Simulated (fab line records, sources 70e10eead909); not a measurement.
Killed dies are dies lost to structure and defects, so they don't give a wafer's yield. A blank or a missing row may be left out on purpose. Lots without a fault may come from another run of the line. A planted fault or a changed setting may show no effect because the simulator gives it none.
Which tool did it? | flow nand_harc | 24 lots, 72 wafers sampled, at 3 steps of a route of 1302

WHAT THE GAUGES READ, wafer by wafer
NHARC_A_CONTACT_OVL_MEAS_70. Usual: overlay_x_nm 0.0 nm, standard deviation 0.94; overlay_y_nm 0.3 nm, standard deviation 0.68.
lot  | measured     | on         | overlay_x_nm (nm) | overlay_y_nm (nm) | flag
L076 | day 22 05:34 | overlay-01 | 1.9 1.2 1.4       | 0.3 0.7 0.5       |
L075 | day 22 11:05 | overlay-01 | -0.4 0.0 -0.2     | -0.1 0.7 0.4      |
L074 | day 22 11:43 | overlay-02 | 0.7 0.9 0.7       | 0.2 1.2 0.6       |
L077 | day 23 04:05 | overlay-01 | 0.8 0.7 0.9       | 0.7 0.9 0.4       |
L078 | day 23 04:25 | overlay-02 | 0.1 0.1 -0.2      | -0.1 0.2 0.3      |
L080 | day 23 17:37 | overlay-02 | -0.3 0.1 0.9      | 1.1 1.6 1.4       |
L079 | day 23 18:59 | overlay-02 | 0.4 0.0 0.2       | 0.0 -0.3 0.0      |
L081 | day 24 13:28 | overlay-01 | -1.3 -1.4 -1.1    | 0.2 0.3 0.0       |
L084 | day 25 13:01 | overlay-02 | 1.7 2.0 2.1       | 0.8 0.2 0.1       |
L082 | day 25 13:40 | overlay-01 | -0.7 0.1 -0.3     | 0.1 0.2 0.9       |
L083 | day 25 16:13 | overlay-01 | -0.6 -1.4 -0.7    | 0.9 1.2 0.3       |
L085 | day 26 13:47 | overlay-02 | -1.1 -0.9 -0.8    | 0.5 0.2 0.2       |
L086 | day 26 17:19 | overlay-02 | -1.3 -1.9 -2.2    | -1.1 -1.0 -1.2    |
L087 | day 26 18:22 | overlay-02 | 0.2 -0.4 -0.8     | 0.8 0.8 0.5       |
L088 | day 27 12:43 | overlay-01 | -0.6 -0.4 -0.2    | -1.2 -0.1 -0.8    |
L089 | day 27 13:45 | overlay-01 | 1.6 1.5 1.8       | -0.1 0.4 0.0      |
L090 | day 29 02:35 | overlay-02 | 0.7 0.9 0.4       | -1.0 -0.8 -0.3    |
L091 | day 29 10:07 | overlay-02 | 0.8 0.6 0.4       | 0.9 0.4 0.1       |
L093 | day 29 17:25 | overlay-01 | 1.2 1.4 1.1       | 1.5 0.8 1.4       |
L094 | day 29 18:22 | overlay-01 | -0.8 -0.7 -0.8    | 1.0 1.3 0.9       |
L092 | day 29 21:31 | overlay-02 | -0.6 -0.3 -0.3    | 0.3 0.0 0.6       |
L095 | day 30 17:01 | overlay-01 | -0.7 -0.8 -1.6    | 1.4 1.6 0.8       |
L096 | day 30 20:17 | overlay-01 | 0.3 0.1 0.0       | -0.1 0.4 -0.8     |
L097 | day 30 23:13 | overlay-01 | -0.1 0.0 -0.3     | 0.1 -0.5 -0.4     |

WHICH TOOL RAN EACH LOT (tool, then ch and the chambers of the sampled wafers, then the start)
lot  | NHARC_A_CONTACT_ETCH_118             | NHARC_A_CONTACT_ETCH_122
L076 | har_cap_etch-02 ch 0,1, day 21 22:29 | har_cap_etch-02 ch 0,1, day 21 23:10
L075 | har_cap_etch-02 ch 0,1, day 22 02:25 | har_cap_etch-02 ch 0,1, day 22 03:07
L074 | har_cap_etch-03 ch 0,1, day 22 03:52 | har_cap_etch-03 ch 0,1, day 22 04:33
L077 | har_cap_etch-01 ch 0,1, day 22 21:09 | har_cap_etch-01 ch 0,1, day 22 21:50
L078 | har_cap_etch-03 ch 0,1, day 22 21:26 | har_cap_etch-03 ch 0,1, day 22 22:07
L080 | har_cap_etch-02 ch 0,1, day 23 09:35 | har_cap_etch-02 ch 0,1, day 23 10:17
L079 | har_cap_etch-01 ch 0, day 23 11:36   | har_cap_etch-01 ch 0, day 23 12:17
L081 | har_cap_etch-03 ch 1, day 24 06:23   | har_cap_etch-03 ch 1, day 24 07:04
L084 | har_cap_etch-02 ch 1, day 25 04:52   | har_cap_etch-02 ch 1, day 25 05:47
L082 | har_cap_etch-03 ch 0,1, day 25 06:38 | har_cap_etch-03 ch 0,1, day 25 07:19
L083 | har_cap_etch-02 ch 0,1, day 25 09:01 | har_cap_etch-02 ch 0,1, day 25 09:43
L085 | har_cap_etch-01 ch 0,1, day 26 06:24 | har_cap_etch-01 ch 0,1, day 26 07:19
L086 | har_cap_etch-03 ch 0,1, day 26 10:17 | har_cap_etch-03 ch 0,1, day 26 10:59
L087 | har_cap_etch-02 ch 0,1, day 26 11:04 | har_cap_etch-02 ch 0,1, day 26 11:45
L088 | har_cap_etch-02 ch 0,1, day 27 05:38 | har_cap_etch-02 ch 0,1, day 27 06:20
L089 | har_cap_etch-01 ch 0, day 27 06:04   | har_cap_etch-01 ch 0, day 27 06:44
L090 | har_cap_etch-02 ch 0,1, day 28 16:14 | har_cap_etch-02 ch 0,1, day 28 16:54
L091 | har_cap_etch-01 ch 0,1, day 29 02:14 | har_cap_etch-01 ch 0,1, day 29 02:55
L093 | har_cap_etch-02 ch 1, day 29 10:00   | har_cap_etch-02 ch 1, day 29 10:41
L094 | har_cap_etch-01 ch 0,1, day 29 10:09 | har_cap_etch-01 ch 0,1, day 29 10:50
L092 | har_cap_etch-03 ch 0,1, day 29 13:09 | har_cap_etch-03 ch 0,1, day 29 13:49
L095 | har_cap_etch-02 ch 0, day 30 09:56   | har_cap_etch-02 ch 0, day 30 10:37
L096 | har_cap_etch-03 ch 0,1, day 30 10:52 | har_cap_etch-03 ch 0,1, day 30 11:32
L097 | har_cap_etch-01 ch 0,1, day 30 12:16 | har_cap_etch-01 ch 0,1, day 30 12:56
- NHARC_A_CONTACT_ETCH_118: etches the open film in C4F8/O2/Ar, time 190 s, target depth 1850 nm.
- NHARC_A_CONTACT_ETCH_122: etches the open film in C4F8/O2/Ar, time 190 s, target depth 1850 nm.

WHAT THE TOOLS THEMSELVES READ (means of the sampled wafers that have a number; where no wafer has one, the mark that the record gives instead)
The record holds no such reading with a usual standard deviation.

THE ANSWER, worked out from the rows above alone
Rule: a lot is off if the mean of its wafers that have a number lies more than 3 standard deviations from the usual mean. A lot without any number at a reading at which 4 lots or more have one is off too. The other lots that the step has rows for count as sound. The gauges are gone through in route order, then the tools' own readings, and for those a lot's mean is taken as printed above. The first step at which some lot is off is used, and at that step the reading that is off furthest; a lot without a number counts as furthest.
No lot is off at any reading shown: from this, nothing can be told.

WHAT THE SIMULATOR HAD PUT IN
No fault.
